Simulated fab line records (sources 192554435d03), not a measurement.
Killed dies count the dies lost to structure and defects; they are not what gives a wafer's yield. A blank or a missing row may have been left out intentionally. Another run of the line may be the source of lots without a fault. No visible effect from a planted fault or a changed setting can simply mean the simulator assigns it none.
Split-lot experiment || flow n5_finfet || route with 1938 steps; 7 lots, 21 wafers read

ABOUT THE SPLIT
At N5_BEOL_M8_PEB_09 (peb time 60 s), the setting peb_time_s was moved away from the recipe's 60 s on 5 of the 21 wafers read, by +11.6% to +15.9%. This setting was run at the recipe's value on the other wafers.

FROM THE SPLIT TO THE READING: what the file shows between them, 14 steps
- N5_BEOL_M8_DEVELOP_10: develop time 30 s
- N5_BEOL_M8_CD_MEAS_11: target cd 38.5 nm
- N5_BEOL_M8_DESCUM_16: chemistry O2, time 7.9 s
- N5_BEOL_M8_ETCH_61: etches SiARC in CF4, target depth 45.5 nm, time 75.8 s
- N5_BEOL_M8_ETCH_62: etches SOC in N2/H2, target depth 110 nm, overetch 22 nm, time 165 s
- N5_BEOL_M8_STRIP_68: strips in N2/H2
- N5_BEOL_M8_STRIP_67: strips in CF4
- N5_BEOL_M8_HM_OPEN_17: chemistry Cl2/BCl3, target TiN, target depth 20 nm, overetch 6 nm
- N5_BEOL_M8_STRIP_19: strips in O2
- N5_BEOL_M8_CD_MEAS_18: pitch 80 nm, target cd 40 nm
- N5_BEOL_M8_COAT_63: time 60 s, resist thk 60 nm
- N5_BEOL_M8_COAT_64: time 60 s, resist thk 12 nm
- N5_BEOL_M8_PRECLEAN_42: cleans in residue remover, time 60 s
- N5_BEOL_M8_SRD_43: time 30 s

THE READING
cd_nm, in nm, at N5_BEOL_M8_CD_MEAS_35 (target cd 40 nm). Fault-free wafers of this fab line usually give 39.7 nm, standard deviation 0.72 nm.

{"wafer": "L080.1", "tool, chamber at the split": "litho_track-05, 0", "peb_time_s as run, s": 60, "against the recipe": "recipe", "cd_nm, nm": 39.7, "against lot-mates on the recipe": "-"}
{"wafer": "L080.2", "tool, chamber at the split": "litho_track-05, 0", "peb_time_s as run, s": 60, "against the recipe": "recipe", "cd_nm, nm": 40.2, "against lot-mates on the recipe": "-"}
{"wafer": "L080.3", "tool, chamber at the split": "litho_track-05, 0", "peb_time_s as run, s": 60, "against the recipe": "recipe", "cd_nm, nm": 40.0, "against lot-mates on the recipe": "-"}
{"wafer": "L082.2", "tool, chamber at the split": "litho_track-04, 0", "peb_time_s as run, s": 60, "against the recipe": "recipe", "cd_nm, nm": 39.6, "against lot-mates on the recipe": "-"}
{"wafer": "L082.3", "tool, chamber at the split": "litho_track-04, 0", "peb_time_s as run, s": 60, "against the recipe": "recipe", "cd_nm, nm": 39.2, "against lot-mates on the recipe": "-"}
{"wafer": "L082.6", "tool, chamber at the split": "litho_track-04, 0", "peb_time_s as run, s": 60, "against the recipe": "recipe", "cd_nm, nm": 39.7, "against lot-mates on the recipe": "-"}
{"wafer": "L085.4", "tool, chamber at the split": "litho_track-05, 0", "peb_time_s as run, s": 68.25, "against the recipe": "+13.7%", "cd_nm, nm": 43.2, "against lot-mates on the recipe": "+4.1"}
{"wafer": "L085.5", "tool, chamber at the split": "litho_track-05, 0", "peb_time_s as run, s": 68.25, "against the recipe": "+13.7%", "cd_nm, nm": 42.6, "against lot-mates on the recipe": "+3.5"}
{"wafer": "L085.6", "tool, chamber at the split": "litho_track-05, 0", "peb_time_s as run, s": 60, "against the recipe": "recipe", "cd_nm, nm": 39.1, "against lot-mates on the recipe": "-"}
{"wafer": "L088.1", "tool, chamber at the split": "litho_track-04, 0", "peb_time_s as run, s": 60, "against the recipe": "recipe", "cd_nm, nm": 40.0, "against lot-mates on the recipe": "-"}
{"wafer": "L088.5", "tool, chamber at the split": "litho_track-04, 0", "peb_time_s as run, s": 60, "against the recipe": "recipe", "cd_nm, nm": 37.2, "against lot-mates on the recipe": "-"}
{"wafer": "L088.6", "tool, chamber at the split": "litho_track-04, 0", "peb_time_s as run, s": 69.52, "against the recipe": "+15.9%", "cd_nm, nm": 42.6, "against lot-mates on the recipe": "+4.0"}
{"wafer": "L094.1", "tool, chamber at the split": "litho_track-05, 0", "peb_time_s as run, s": 60, "against the recipe": "recipe", "cd_nm, nm": 40.7, "against lot-mates on the recipe": "-"}
{"wafer": "L094.2", "tool, chamber at the split": "litho_track-05, 0", "peb_time_s as run, s": 60, "against the recipe": "recipe", "cd_nm, nm": 41.4, "against lot-mates on the recipe": "-"}
{"wafer": "L094.5", "tool, chamber at the split": "litho_track-05, 0", "peb_time_s as run, s": 60, "against the recipe": "recipe", "cd_nm, nm": 40.2, "against lot-mates on the recipe": "-"}
{"wafer": "L097.3", "tool, chamber at the split": "litho_track-02, 0", "peb_time_s as run, s": 60, "against the recipe": "recipe", "cd_nm, nm": 39.6, "against lot-mates on the recipe": "-"}
{"wafer": "L097.4", "tool, chamber at the split": "litho_track-02, 0", "peb_time_s as run, s": 66.98, "against the recipe": "+11.6%", "cd_nm, nm": 44.7, "against lot-mates on the recipe": "+5.1"}
{"wafer": "L097.6", "tool, chamber at the split": "litho_track-02, 0", "peb_time_s as run, s": 66.98, "against the recipe": "+11.6%", "cd_nm, nm": 42.7, "against lot-mates on the recipe": "+3.1"}
{"wafer": "L096.3", "tool, chamber at the split": "litho_track-04, 0", "peb_time_s as run, s": 60, "against the recipe": "recipe", "cd_nm, nm": 40.5, "against lot-mates on the recipe": "-"}
{"wafer": "L096.4", "tool, chamber at the split": "litho_track-04, 0", "peb_time_s as run, s": 60, "against the recipe": "recipe", "cd_nm, nm": 39.6, "against lot-mates on the recipe": "-"}
{"wafer": "L096.5", "tool, chamber at the split": "litho_track-04, 0", "peb_time_s as run, s": 60, "against the recipe": "recipe", "cd_nm, nm": 40.7, "against lot-mates on the recipe": "-"}

THE FIT
A straight line over all 21 wafers: cd_nm changes by +0.24 nm for each +1% of peb_time_s; r = +0.83; the points scatter about the line by 0.99 nm.
The same after taking each lot's own level away (the mean of its wafers on the recipe; 21 wafers): +0.291 nm for each +1%; r = +0.93; scatter 0.7 nm.
The reading moves by 4.6 nm for the largest change in peb_time_s, on that fit.
From 38.60 to 40.77 nm: that is the span of the lots' own levels, equal to 3.0 times the standard deviation above.
Thus the slope moves with the lot-to-lot level: the two fits are different.
Check: with one of the wafers moved furthest among these (+15.9%) left out of the fit, the line predicts +4.89 nm for it against its lot-mates. It came out at +4 nm against them.

ADDITIONAL SPLITS CARRIED BY THESE WAFERS
Note: prior to the reading, these wafers also went through further splits. Each is held against what the fit with the lots' levels taken away leaves over:
{"other split on the same wafers": "N5_BEOL_M7_HM_DEP_02 target_thk_a", "wafers away from the commonest value": 7, "r with cd_nm (lot level and that fit taken away)": "+0.51"}
{"other split on the same wafers": "N5_BEOL_M7_DESCUM_33 time_s", "wafers away from the commonest value": 7, "r with cd_nm (lot level and that fit taken away)": "+0.10"}
{"other split on the same wafers": "N5_BEOL_M7_ETCH_66 bias_w", "wafers away from the commonest value": 6, "r with cd_nm (lot level and that fit taken away)": -0.09}

THE WHOLE CHAIN: every reading that the file lists as answering this split, in the file's order
{"step": "N5_BEOL_M8_CD_MEAS_11", "what it does": "target cd 38.5 nm", "reading": "cd_nm", "change (the file's fit)": "+0.246 nm for each +1% of the setting", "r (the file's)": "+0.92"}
{"step": "N5_BEOL_M8_ETCH_61", "what it does": "etches SiARC in CF4, target depth 45.5 nm, time 75.8 s", "reading": "BEOL_M8.cd_offset_nm (the simulator's own value, which no gauge read)", "change (the file's fit)": "+0.261 nm for each +1% of the setting", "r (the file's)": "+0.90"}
{"step": "N5_BEOL_M8_ETCH_62", "what it does": "etches SOC in N2/H2, target depth 110 nm, overetch 22 nm, time 165 s", "reading": "BEOL_M8.cd_offset_nm (the simulator's own value, which no gauge read)", "change (the file's fit)": "+0.265 nm for each +1% of the setting", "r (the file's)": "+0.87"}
{"step": "N5_BEOL_M8_CD_MEAS_18", "what it does": "pitch 80 nm, target cd 40 nm", "reading": "cd_nm", "change (the file's fit)": "+0.262 nm for each +1% of the setting", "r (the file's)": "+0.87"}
{"step": "N5_BEOL_M8_CD_MEAS_35", "what it does": "target cd 40 nm", "reading": "cd_nm", "change (the file's fit)": "+0.284 nm for each +1% of the setting", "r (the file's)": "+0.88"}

FILE'S OWN FIT
cd_nm changes by +0.284 nm for each +1% of peb_time_s, r = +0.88.
